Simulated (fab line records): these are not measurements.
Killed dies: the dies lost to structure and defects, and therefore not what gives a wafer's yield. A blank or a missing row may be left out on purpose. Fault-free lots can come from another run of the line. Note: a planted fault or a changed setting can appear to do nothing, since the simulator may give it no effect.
Which tool did it? / flow n5Finfet / 30 wafers sampled from 10 lots at 1 step of a route of 1938

== WHAT THE GAUGES READ, wafer by wafer ==
N5_BEOL_M10_OVL_MEAS_29.
lot=L600; measured=day 13 02:25; on=overlay-02; V9_OVL (nm)=0.4 0.7 -0.5
lot=L603; measured=day 13 23:44; on=overlay-02; V9_OVL (nm)=-0.8 -0.8 -0.7
lot=L607; measured=day 14 19:44; on=overlay-01; V9_OVL (nm)=0.3 -0.2 0.2
lot=L609; measured=day 14 22:35; on=overlay-01; V9_OVL (nm)=-0.1 -0.4 0.0
lot=L611; measured=day 15 09:56; on=overlay-02; V9_OVL (nm)=-0.8 -0.4 0.0
lot=L613; measured=day 16 00:10; on=overlay-01; V9_OVL (nm)=0.1 0.2 0.3
lot=L614; measured=day 16 11:01; on=overlay-01; V9_OVL (nm)=-0.5 -0.2 -0.7
lot=L615; measured=day 16 11:22; on=overlay-02; V9_OVL (nm)=-0.4 -0.4 -1.0
lot=L616; measured=day 16 14:31; on=overlay-02; V9_OVL (nm)=-1.7 -1.0 -1.1
lot=L622; measured=day 17 23:34; on=overlay-01; V9_OVL (nm)=-1.7 -1.2 -0.6

== EACH LOT AND THE TOOL THAT RAN IT (in order: tool; ch and the chambers of the sampled wafers; start) ==
The record shows no process step preceding these readings.

== THE ANSWER, worked out from the rows above alone ==
Rule: the lots themselves supply what counts as usual. Put in order of their means at a reading, lots are off if they are a third of the lots or fewer, leave a main group of 4 or more, and stand apart from it by a gap of 3 or more times the standard deviation of the main group's means; of several such gaps the widest counts. A main group is skipped when, at the precision printed for the reading in the tables above, its means are all equal. Also off: a lot with no number at a reading for which 4 or more lots have one. Where the step has rows for the other lots, those lots are counted as sound.
Across all readings shown, no lot is off: no conclusion can be drawn from this.

== WHAT THE SIMULATOR HAD PUT IN ==
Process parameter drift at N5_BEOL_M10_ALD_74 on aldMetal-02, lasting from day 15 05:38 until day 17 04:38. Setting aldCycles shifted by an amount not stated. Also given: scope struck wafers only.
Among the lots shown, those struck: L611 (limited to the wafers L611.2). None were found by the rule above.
